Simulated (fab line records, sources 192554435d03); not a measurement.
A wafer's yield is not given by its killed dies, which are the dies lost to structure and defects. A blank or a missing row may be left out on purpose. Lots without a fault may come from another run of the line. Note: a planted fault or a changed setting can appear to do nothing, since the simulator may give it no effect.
fab line records | flow n5Finfet
[record] lots = 24 wafers = 72 lastDay = 18
route steps=1938 shown BEOL_M3@956
lots that met no fault: taken from a fault-free run of the same line
startH: the number of hours between the record's first day and the start of the first shown wafer of the lot | waitH: hours since the lot's step before | " identical to the entry in the row above | L1.1+2: a row that stands for several wafers | - value missing, or start not given | * or withheld: withheld | < > ~ a bound
route shown NAME@n: a module of which the file shows steps, and the number in the route of the first | usual: mean/standard deviation taken from wafers without a fault | same: alike in all rows | chamber/n: place in a boat | sites: readings site by site | _std_site: how widely they spread, as a standard deviation | _edge_site: inner sites' mean taken away from outer sites' mean | radiusMm: for every site, how far away it sits from the centre of the wafer | mask NAME#n: copy n | behind: the last tool/chamber to shape the wafer | hold: why the lot went on hold/how many hours it stayed there/how the hold came to an end | device: names the non-switching transistor (n, p or np) | end of line: the same wafers' tests at the end of the route | a step with no rows: only its recipe | killed: dies lost to structure and defects at the first sort, not the wafer's yield | map: a wafer's dies, marking killed ones x, the rest . and places with no die _
set.NAME: the setting that was run; set.NAME@STEP: the one run at that earlier step | model.NAME: the simulator's own value behind a step, which no gauge read
a sample of lots followed through the steps of the route, with each step as a table and each wafer as a row
services: the hour from which a tool's chamber was out of use, counted from the record's first day as startH (under 0 if before that day), plus the number of hours and why
[[steps]]
[step N5_BEOL_M3_CD_MEAS_18]
[recipe] pitchNm = 36 targetCdNm = 18
[usual] cdNm = 17.9/0.41
// columns lot.wafer tool chamber startH waitH cdNm
L074.3 cdSem-01 - 146.88 0.1 18.6
L074.5 " - " " 17.9
L074.6 " - " " 18.3
L076.1 cdSem-01 - 153.27 0.0 17.2
L076.4 " - " " 17.0
L076.6 " - " " 17.8
L075.2 cdSem-02 - 158.17 0.1 18.0
L075.5 " - " " 18.2
L075.6 " - " " 17.4
L077.2 cdSem-02 - 161.85 0.1 17.0
L077.3 " - " " 18.0
L077.4 " - " " 17.3
L078.3 cdSem-03 - 171.94 0.1 18.5
L078.4 " - " " 18.2
L078.6 " - " " 17.5
L079.1 cdSem-01 - 176.58 0.0 17.3
L079.4 " - " " 17.1
L079.6 " - " " 17.5
L080.1 cdSem-01 - 182.77 0.0 18.7
L080.2 " - " " 18.4
L080.3 " - " " 17.4
L081.2 cdSem-01 - 183.47 0.1 17.9
L081.4 " - " " 18.2
L081.6 " - " " 17.9
L082.2 cdSem-01 - 192.60 0.1 17.4
L082.3 " - " " 18.3
L082.6 " - " " 17.9
L083.1 cdSem-03 - 201.34 0.0 18.2
L083.3 " - " " 18.1
L083.6 " - " " 17.6
L084.1 cdSem-01 - 201.38 0.0 17.4
L084.2 " - " " 18.2
L084.5 " - " " 17.9
L085.4 cdSem-01 - 217.45 0.1 17.9
L085.5 " - " " 17.9
L085.6 " - " " 17.7
L086.2 cdSem-02 - 217.54 0.1 17.9
L086.4 " - " " 18.6
L086.6 " - " " 18.4
L088.1 cdSem-03 - 225.01 0.0 17.9
L088.2 " - " " 18.4
L088.3 " - " " 18.0
L087.1 cdSem-02 - 226.08 0.0 17.7
L087.2 " - " " 17.9
L087.3 " - " " 18.6
L089.1 cdSem-03 - 232.12 0.0 17.8
L089.3 " - " " 17.6
L089.4 " - " " 17.5
L091.3 cdSem-01 - 241.09 0.1 18.1
L091.4 " - " " 18.0
L091.6 " - " " 17.8
L090.2 cdSem-01 - 241.18 0.1 18.1
L090.3 " - " " 17.5
L090.5 " - " " 17.5
L093.1 cdSem-02 - 257.66 0.0 17.8
L093.4 " - " " 18.0
L093.6 " - " " 18.0
L092.2 cdSem-01 - 274.37 0.1 17.9
L092.4 " - " " 17.8
L092.6 " - " " 17.6
L094.1 cdSem-03 - 276.89 0.0 18.3
L094.2 " - " " 17.6
L094.3 " - " " 17.3
L095.3 cdSem-03 - 279.36 0.1 18.4
L095.5 " - " " 17.6
L095.6 " - " " 17.6
L096.2 cdSem-01 - 286.52 0.1 17.9
L096.3 " - " " 18.6
L096.5 " - " " 17.5
L097.2 cdSem-03 - 289.57 0.1 18.0
L097.4 " - " " 17.7
L097.5 " - " " 17.5
[step N5_BEOL_M3_ALD_98]
[recipe] material = SiO2 targetThkA = 25 tempC = 100 aldPrecursorFamily = BDEAS aldCoReactant = O2-plasma pulseTimeS = 1 coReactantPulseTimeS = 1 purgeTimeS = 2 coReactantPurgeTimeS = 2 aldCycles = 17 pressureTorr = 2
[usual] heaterPowerW = 81/8.5 precursorPulseHeightRel = 1.002/0.021
[same] aldCycles = 17 purgeTimeS = 2
// columns lot.wafer tool chamber startH waitH heaterPowerW precursorPulseHeightRel
L074.3 aldSin-03 1 147.59 0.2 68 0.996
L074.5 " 1 " " 68 0.974
L074.6 " 0 " " 81 0.945
L076.1 aldSin-04 3 154.33 0.4 83 0.988
L076.4 " 0 " " 76 1.038
L076.6 " 1 " " 76 0.976
L075.2 aldSin-04 1 159.76 0.2 76 1.013
L075.5 " 2 " " 71 1.001
L075.6 " 1 " " 78 1.012
L077.2 aldSin-04 3 162.50 0.1 84 1.010
L077.3 " 0 " " 77 1.005
L077.4 " 2 " " 72 1.035
L078.3 aldSin-04 1 172.68 0.2 77 1.004
L078.4 " 3 " " 83 1.014
L078.6 " 2 " " 72 0.992
L079.1 aldSin-03 1 178.36 1.1 69 0.986
L079.4 " 0 " " 81 0.954
L079.6 " 0 " " 81 1.018
L080.1 aldSin-01 2 184.38 0.8 90 1.013
L080.2 " 0 " " 94 1.022
L080.3 " 3 " " 68 1.008
L081.2 aldSin-01 3 184.48 0.5 70 1.010
L081.4 " 2 " " 90 0.957
L081.6 " 3 " " 70 1.052
L082.2 aldSin-03 0 193.33 0.1 83 1.008
L082.3 " 1 " " 67 1.008
L082.6 " 2 " " 83 1.034
L083.1 aldSin-01 3 203.06 0.5 69 1.003
L083.3 " 0 " " 95 0.984
L083.6 " 1 " " 84 0.984
L084.1 aldSin-01 2 203.15 0.4 91 1.020
L084.2 " 0 " " 96 1.003
L084.5 " 2 " " 89 0.997
L085.4 aldSin-03 2 218.02 0.0 81 1.033
L085.5 " 0 " " 80 1.027
L085.6 " 3 " " 86 0.976
L086.2 aldSin-01 3 218.14 0.1 68 1.000
L086.4 " 0 " " 96 0.966
L086.6 " 3 " " 69 1.016
L088.1 aldSin-04 1 225.89 0.1 70 1.006
L088.2 " 2 " " 73 1.007
L088.3 " 0 " " 76 0.992
L087.1 aldSin-01 2 227.25 0.4 89 1.007
L087.2 " 3 " " 69 1.038
L087.3 " 1 " " 84 1.004
L089.1 aldSin-03 0 232.72 0.1 83 0.994
L089.3 " 3 " " 87 1.002
L089.4 " 2 " " 84 1.018
L091.3 aldSin-01 0 241.78 0.1 94 1.037
L091.4 " 1 " " 83 1.032
L091.6 " 3 " " 70 1.008
L090.2 aldSin-01 0 241.88 0.1 93 1.055
L090.3 " 3 " " 68 1.003
L090.5 " 1 " " 83 0.994
L093.1 aldSin-03 0 259.03 0.6 81 1.012
L093.4 " 2 " " 82 0.981
L093.6 " 1 " " 68 1.003
L092.2 aldSin-01 3 275.10 0.1 69 1.011
L092.4 " 3 " " 70 1.032
L092.6 " 0 " " 96 1.010
L094.1 aldSin-04 1 279.68 2.3 74 1.037
L094.2 " 3 " " 81 1.008
L094.3 " 2 " " 73 0.961
L095.3 aldSin-04 0 280.20 0.3 74 1.019
L095.5 " 0 " " 77 0.989
L095.6 " 1 " " 74 0.973
L096.2 aldSin-01 1 287.99 0.8 84 1.007
L096.3 " 0 " " 95 1.036
L096.5 " 1 " " 85 1.025
L097.2 aldSin-01 3 290.14 0.1 69 0.973
L097.4 " 0 " " 94 0.979
L097.5 " 1 " " 84 0.991
[step N5_BEOL_M3_ANNEAL_91]
[recipe] tempC = 400 timeS = 240 ambient = vacuum
[usual] heaterPowerW = 836/86
// columns lot.wafer tool chamber startH waitH heaterPowerW
L074.3 pvdSputter-02 - 151.48 0.0 944
L074.5 " - " " 913
L074.6 " - " " 958
L076.1 pvdSputter-02 - 158.78 0.0 825
L076.4 " - " " 917
L076.6 " - " " 936
L075.2 pvdSputter-01 - 162.22 0.0 828
L075.5 " - " " 597
L075.6 " - " " 807
L077.2 pvdSputter-03 - 167.01 0.0 802
L077.3 " - " " 856
L077.4 " - " " 882
L078.3 pvdSputter-03 - 175.84 0.0 885
L078.4 " - " " 901
L078.6 " - " " 750
L079.1 pvdSputter-02 - 181.59 0.0 927
L079.4 " - " " 848
L079.6 " - " " 935
L081.2 pvdSputter-02 - 190.09 0.0 830
L081.4 " - " " 856
L081.6 " - " " 849
L080.1 pvdSputter-01 - 190.96 0.0 782
L080.2 " - " " 786
L080.3 " - " " 601
L082.2 pvdSputter-01 - 196.64 0.0 606
L082.3 " - " " 808
L082.6 " - " " 784
L083.1 pvdSputter-02 - 206.12 0.0 926
L083.3 " - " " 816
L083.6 " - " " 931
L084.1 pvdSputter-02 - 209.40 0.0 816
L084.2 " - " " 830
L084.5 " - " " 947
L085.4 pvdSputter-03 - 220.75 0.0 877
L085.5 " - " " 757
L085.6 " - " " 875
L086.2 pvdSputter-02 - 222.99 0.0 917
L086.4 " - " " 955
L086.6 " - " " 831
L088.1 pvdSputter-02 - 234.46 0.0 837
L088.2 " - " " 933
L088.3 " - " " 932
L087.1 pvdSputter-01 - 234.77 0.0 769
L087.2 " - " " 768
L087.3 " - " " 591
L089.1 pvdSputter-01 - 237.30 0.0 599
L089.3 " - " " 766
L089.4 " - " " 821
L091.3 pvdSputter-02 - 249.07 0.0 833
L091.4 " - " " 915
L091.6 " - " " 919
L090.2 pvdSputter-03 - 266.03 0.0 873
L090.3 " - " " 871
L090.5 " - " " 866
L093.1 pvdSputter-02 - 268.64 0.0 926
L093.4 " - " " 813
L093.6 " - " " 935
L092.2 pvdSputter-02 - 277.58 0.0 844
L092.4 " - " " 910
L092.6 " - " " 854
L094.1 pvdSputter-03 - 284.92 0.0 761
L094.2 " - " " 858
L094.3 " - " " 866
L095.3 pvdSputter-01 - 286.14 0.0 807
L095.5 " - " " 787
L095.6 " - " " 755
L096.2 pvdSputter-01 - 292.73 0.0 793
L096.3 " - " " 796
L096.5 " - " " 757
L097.2 pvdSputter-02 - 296.92 0.0 872
L097.4 " - " " 929
L097.5 " - " " 818
[step N5_BEOL_M3_SPUTTER_92]
[recipe] material = Cu targetThkA = 45 tempC = -20 chamberPressurePa = 0.07 powerW = withheld timeS = 8.29
[usual] chuckSensorTempC = -15.8/0.46 throttleValvePct = 30.0/1.3
// columns lot.wafer tool chamber startH waitH chuckSensorTempC throttleValvePct
L074.3 pvdSputter-02 - 151.62 0.1 -15.4 29.1
L074.5 " - " " -15.5 28.9
L074.6 " - " " -16.6 30.2
L076.1 pvdSputter-02 - 158.92 0.1 -15.4 30.7
L076.4 " - " " -15.3 29.0
L076.6 " - " " -15.1 29.1
L075.2 pvdSputter-01 - 162.36 0.1 -15.6 28.5
L075.5 " - " " -15.7 30.6
L075.6 " - " " -15.8 28.3
L077.2 pvdSputter-03 - 167.15 0.1 -16.1 31.7
L077.3 " - " " -15.4 31.0
L077.4 " - " " -16.2 31.4
L078.3 pvdSputter-03 - 175.98 0.1 -15.5 30.8
L078.4 " - " " -16.1 31.4
L078.6 " - " " -16.1 31.6
L079.1 pvdSputter-02 - 181.73 0.1 -16.4 30.3
L079.4 " - " " -16.1 30.8
L079.6 " - " " -15.5 29.1
L081.2 pvdSputter-02 - 190.23 0.1 -15.5 30.5
L081.4 " - " " -16.2 30.8
L081.6 " - " " -15.5 30.7
L080.1 pvdSputter-01 - 191.10 0.1 -16.4 27.2
L080.2 " - " " -15.3 29.1
L080.3 " - " " -15.8 30.4
L082.2 pvdSputter-01 - 196.78 0.1 -15.9 30.6
L082.3 " - " " -15.7 28.7
L082.6 " - " " -15.2 29.0
L083.1 pvdSputter-02 - 206.26 0.1 -16.4 30.1
L083.3 " - " " -15.4 30.4
L083.6 " - " " -15.3 28.9
L084.1 pvdSputter-02 - 209.54 0.1 -15.2 30.7
L084.2 " - " " -16.0 31.0
L084.5 " - " " -15.2 29.0
L085.4 pvdSputter-03 - 220.89 0.1 -16.4 31.3
L085.5 " - " " -16.0 31.6
L085.6 " - " " -15.5 31.1
L086.2 pvdSputter-02 - 223.13 0.1 -15.4 29.2
L086.4 " - " " -16.3 30.3
L086.6 " - " " -15.4 30.6
L088.1 pvdSputter-02 - 234.60 0.1 -15.5 30.6
L088.2 " - " " -16.4 30.1
L088.3 " - " " -15.3 29.0
L087.1 pvdSputter-01 - 234.91 0.1 -15.2 28.8
L087.2 " - " " -16.4 27.1
L087.3 " - " " -15.8 31.0
L089.1 pvdSputter-01 - 237.44 0.1 -15.8 30.6
L089.3 " - " " -15.1 28.8
L089.4 " - " " -16.7 27.3
L091.3 pvdSputter-02 - 249.21 0.1 -15.5 30.7
L091.4 " - " " -15.2 29.2
L091.6 " - " " -16.4 30.1
L090.2 pvdSputter-03 - 266.17 0.1 -16.2 31.5
L090.3 " - " " -15.5 31.0
L090.5 " - " " -15.6 31.1
L093.1 pvdSputter-02 - 268.78 0.1 -15.3 28.9
L093.4 " - " " -15.5 30.5
L093.6 " - " " -15.2 29.2
L092.2 pvdSputter-02 - 277.72 0.1 -16.0 30.8
L092.4 " - " " -15.5 29.2
L092.6 " - " " -16.2 30.9
L094.1 pvdSputter-03 - 285.06 0.1 -16.1 31.7
L094.2 " - " " -16.4 31.6
L094.3 " - " " -16.1 31.3
L095.3 pvdSputter-01 - 286.28 0.1 -15.7 28.5
L095.5 " - " " -16.5 27.3
L095.6 " - " " -15.2 29.0
L096.2 pvdSputter-01 - 292.87 0.1 -16.5 27.3
L096.3 " - " " -15.6 28.6
L096.5 " - " " -16.4 27.4
L097.2 pvdSputter-02 - 297.06 0.1 -16.0 30.7
L097.4 " - " " -16.3 30.5
L097.5 " - " " -15.4 31.1
[step N5_BEOL_M3_ANNEAL_93]
[recipe] tempC = 400 timeS = 240 ambient = vacuum
[usual] heaterPowerW = 835/82
// columns lot.wafer tool chamber startH waitH heaterPowerW
L074.3 pvdSputter-02 - 151.70 0.0 944
L074.5 " - " " 922
L074.6 " - " " 932
L076.1 pvdSputter-02 - 159.00 0.0 843
L076.4 " - " " 914
L076.6 " - " " 914
L075.2 pvdSputter-01 - 162.44 0.0 829
L075.5 " - " " 580
L075.6 " - " " 803
L077.2 pvdSputter-03 - 167.23 0.0 762
L077.3 " - " " 868
L077.4 " - " " 854
L078.3 pvdSputter-03 - 176.06 0.0 859
L078.4 " - " " 872
L078.6 " - " " 749
L079.1 pvdSputter-02 - 181.81 0.0 936
L079.4 " - " " 844
L079.6 " - " " 905
L081.2 pvdSputter-02 - 190.31 0.0 828
L081.4 " - " " 847
L081.6 " - " " 818
L080.1 pvdSputter-01 - 191.18 0.0 778
L080.2 " - " " 773
L080.3 " - " " 596
L082.2 pvdSputter-01 - 196.86 0.0 606
L082.3 " - " " 819
L082.6 " - " " 786
L083.1 pvdSputter-02 - 206.34 0.0 930
L083.3 " - " " 818
L083.6 " - " " 905
L084.1 pvdSputter-02 - 209.62 0.0 833
L084.2 " - " " 864
L084.5 " - " " 931
L085.4 pvdSputter-03 - 220.97 0.0 884
L085.5 " - " " 773
L085.6 " - " " 879
L086.2 pvdSputter-02 - 223.21 0.0 924
L086.4 " - " " 931
L086.6 " - " " 820
L088.1 pvdSputter-02 - 234.68 0.0 824
L088.2 " - " " 942
L088.3 " - " " 924
L087.1 pvdSputter-01 - 234.99 0.0 791
L087.2 " - " " 794
L087.3 " - " " 591
L089.1 pvdSputter-01 - 237.52 0.0 599
L089.3 " - " " 801
L089.4 " - " " 780
L091.3 pvdSputter-02 - 249.29 0.0 818
L091.4 " - " " 920
L091.6 " - " " 936
L090.2 pvdSputter-03 - 266.25 0.0 871
L090.3 " - " " 883
L090.5 " - " " 862
L093.1 pvdSputter-02 - 268.86 0.0 919
L093.4 " - " " 825
L093.6 " - " " 926
L092.2 pvdSputter-02 - 277.80 0.0 859
L092.4 " - " " 931
L092.6 " - " " 859
L094.1 pvdSputter-03 - 285.14 0.0 754
L094.2 " - " " 860
L094.3 " - " " 859
L095.3 pvdSputter-01 - 286.36 0.0 797
L095.5 " - " " 803
L095.6 " - " " 773
L096.2 pvdSputter-01 - 292.95 0.0 784
L096.3 " - " " 814
L096.5 " - " " 776
L097.2 pvdSputter-02 - 297.14 0.0 843
L097.4 " - " " 944
L097.5 " - " " 838
[step N5_BEOL_M3_SPUTTER_96]
[recipe] material = Cu targetThkA = 45 tempC = -20 chamberPressurePa = 0.07 powerW = withheld timeS = 8.29
[usual] chuckSensorTempC = -15.8/0.47 throttleValvePct = 30.0/1.3
// columns lot.wafer tool chamber startH waitH chuckSensorTempC throttleValvePct
L074.3 pvdSputter-02 - 152.06 0.1 -15.4 28.8
L074.5 " - " " -15.4 28.8
L074.6 " - " " -16.5 30.2
L076.1 pvdSputter-02 - 159.36 0.1 -15.5 30.5
L076.4 " - " " -15.3 29.0
L076.6 " - " " -15.2 29.2
L075.2 pvdSputter-01 - 162.80 0.1 -15.7 28.5
L075.5 " - " " -15.9 30.6
L075.6 " - " " -15.7 28.4
L077.2 pvdSputter-03 - 167.59 0.1 -16.3 31.8
L077.3 " - " " -15.3 31.0
L077.4 " - " " -16.3 31.3
L078.3 pvdSputter-03 - 176.42 0.1 -15.4 30.9
L078.4 " - " " -16.4 31.3
L078.6 " - " " -16.0 31.5
L079.1 pvdSputter-02 - 182.17 0.1 -16.5 30.2
L079.4 " - " " -16.0 30.8
L079.6 " - " " -15.3 29.0
L081.2 pvdSputter-02 - 190.67 0.1 -15.4 30.4
L081.4 " - " " -16.0 30.8
L081.6 " - " " -15.3 30.4
L080.1 pvdSputter-01 - 191.54 0.1 -16.6 27.3
L080.2 " - " " -15.3 28.8
L080.3 " - " " -15.6 30.6
L082.2 pvdSputter-01 - 197.22 0.1 -15.7 30.7
L082.3 " - " " -15.6 28.5
L082.6 " - " " -15.1 29.0
L083.1 pvdSputter-02 - 206.70 0.1 -16.4 30.3
L083.3 " - " " -15.5 30.5
L083.6 " - " " -15.5 29.3
L084.1 pvdSputter-02 - 209.98 0.1 -15.4 30.4
L084.2 " - " " -16.0 30.7
L084.5 " - " " -15.3 28.9
L085.4 pvdSputter-03 - 221.33 0.1 -16.3 31.6
L085.5 " - " " -16.0 31.6
L085.6 " - " " -15.4 31.2
L086.2 pvdSputter-02 - 223.57 0.1 -15.3 29.1
L086.4 " - " " -16.4 30.1
L086.6 " - " " -15.5 30.7
L088.1 pvdSputter-02 - 235.04 0.1 -15.5 30.6
L088.2 " - " " -16.4 30.1
L088.3 " - " " -15.5 28.9
L087.1 pvdSputter-01 - 235.35 0.1 -15.1 29.1
L087.2 " - " " -16.4 27.2
L087.3 " - " " -15.9 30.6
L089.1 pvdSputter-01 - 237.88 0.1 -15.7 30.7
L089.3 " - " " -15.3 28.8
L089.4 " - " " -16.4 27.4
L091.3 pvdSputter-02 - 249.65 0.1 -15.5 30.6
L091.4 " - " " -15.4 29.0
L091.6 " - " " -16.3 30.3
L090.2 pvdSputter-03 - 266.61 0.1 -16.3 31.7
L090.3 " - " " -15.4 31.0
L090.5 " - " " -15.5 30.9
L093.1 pvdSputter-02 - 269.22 0.1 -15.2 28.7
L093.4 " - " " -15.5 30.4
L093.6 " - " " -15.4 29.0
L092.2 pvdSputter-02 - 278.16 0.1 -16.1 31.0
L092.4 " - " " -15.2 29.2
L092.6 " - " " -16.0 30.7
L094.1 pvdSputter-03 - 285.50 0.1 -16.1 31.8
L094.2 " - " " -16.1 31.4
L094.3 " - " " -16.1 31.2
L095.3 pvdSputter-01 - 286.72 0.1 -15.6 28.7
L095.5 " - " " -16.5 27.2
L095.6 " - " " -15.0 29.0
L096.2 pvdSputter-01 - 293.31 0.1 -16.6 27.1
L096.3 " - " " -15.7 28.5
L096.5 " - " " -16.5 27.1
L097.2 pvdSputter-02 - 297.50 0.1 -16.1 30.7
L097.4 " - " " -16.4 29.9
L097.5 " - " " -15.3 30.5
[[services]]
// columns tool chamber startH hours kind
aldSin-04 - 176.75 14.0 pm
aldSin-04 0 176.75 14.0 ventCycle
aldSin-04 1 176.75 14.0 ventCycle
aldSin-04 2 176.75 14.0 ventCycle
aldSin-04 3 176.75 14.0 ventCycle
aldSin-04 0 190.75 - clean
aldSin-04 1 190.75 - clean
aldSin-04 2 190.75 - clean
aldSin-04 3 190.75 - clean
aldSin-04 1 192.98 15.2 repair
aldSin-04 - 202.80 6.1 pm
aldSin-03 3 257.87 3.0 repair
aldSin-01 1 267.87 11.5 repair
aldSin-03 - 268.25 14.0 pm
aldSin-03 0 268.25 14.0 ventCycle
aldSin-03 1 268.25 14.0 ventCycle
aldSin-03 2 268.25 14.0 ventCycle
aldSin-03 3 268.25 14.0 ventCycle
aldSin-01 - 276.20 4.3 repair
aldSin-03 0 282.25 - clean
aldSin-03 1 282.25 - clean
aldSin-03 2 282.25 - clean
aldSin-03 3 282.25 - clean
[[key]]
fault none
